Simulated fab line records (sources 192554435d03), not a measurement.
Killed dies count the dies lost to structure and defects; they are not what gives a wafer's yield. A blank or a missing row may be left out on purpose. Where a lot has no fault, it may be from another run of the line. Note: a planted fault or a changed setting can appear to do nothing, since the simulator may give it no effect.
Problem report in the 8D (eight disciplines) form, filled by code    flow n5-finfet    the parts of the form that need people (team, actions taken, sign-off) are left out

## 1. THE PROBLEM
Wafers without a fault read 76.0 s, standard deviation 1.5; etch-rf-on-time-s at N5_BEOL_M8_ETCH_61 reads a mean of 142.6 s on 3 wafers belonging to 2 lots. Relative to the usual mean, that is a shift of +44 standard deviations.
The step: etches SiARC in CF4, target depth 45.5 nm, time 75.8 s.
Seen first at day 13 02:43 on rie-diel-01, wafer L775.2. The record has a number at this step for 33 wafers belonging to 11 lots. Rule for "out", or "out of limits": more than 4 standard deviations from the usual mean. The rest of the wafers with a number are treated as sound.

## 2. WHAT IT IS, AND WHAT IT ISN'T
question                     is                      is not
which readings at this step  etch-rf-on-time-s       drypump-motor-current-A, oes-product-au, showerhead-plenum-p-Torr, throttle-valve-pct
which lots                   L775, L777              L766, L767, L768, L779, L780, L782, L784, L786, L787
which wafers of those lots   L775.2, L777.1, L777.5  L775.3, L775.4, L777.4
read on which tools          rie-diel-01             rie-diel-02, rie-diel-04
when                         from day 13 02:43       up to then (11 sound wafers); but 19 sound wafers of L777, L779, L780, L782, L784, L786, L787 came after

## 3. THE SUSPECTS, EACH WITH WHAT RULES IT OUT
Counting: any tool at a process step up to the reading remains a suspect provided it ran every lot that is out. Sound lots after the first of them don't rule it out here, since some wafers of a struck lot are sound.
- rie-diel-01 at N5_BEOL_M8_ETCH_61 (etches SiARC in CF4, target depth 45.5 nm, time 75.8 s): kept. It processed each lot that is out (first: L775, day 13 02:43); up to then, its last sound lot is L767 (day 10 09:23). On those wafers its own readings are out: etch-rf-on-time-s.
- Within rie-diel-01 at N5_BEOL_M8_ETCH_61: the wafers that are out ran in chamber 1; their sound lot-mates ran in chambers 0, 3.
Remaining after the count: rie-diel-01 at N5_BEOL_M8_ETCH_61.

## 4. THE CAUSE (what the simulator had put in)
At N5_BEOL_M8_ETCH_61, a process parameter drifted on rie-diel-01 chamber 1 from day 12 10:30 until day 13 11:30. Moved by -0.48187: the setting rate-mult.
This tool alone remained once counting was done.

## 5. THE EFFECT CHAIN, in route order
Each row: a reading where the mean over the struck wafers with a number is more than 3 standard deviations away from the usual. Readings are gone through only where the record gives a usual standard deviation; hours: the median, over the lots, of the time from a lot's start at the first step in this table giving one to that lot's start at this step; sigmas: the change measured in usual standard deviations.
hours  step                reading            usual   on struck wafers  change  sigmas
0      N5_BEOL_M8_ETCH_61  etch-rf-on-time-s  76.0 s  142.6             +66.6   +44
Process steps it contains:
- N5_BEOL_M8_ETCH_61: etches SiARC in CF4, target depth 45.5 nm, time 75.8 s.

## 6. HOW IT WOULD HAVE BEEN CAUGHT EARLIER
The fault began at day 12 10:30; the first out-of-limits reading in this record came at day 13 02:43, 16 hours later.
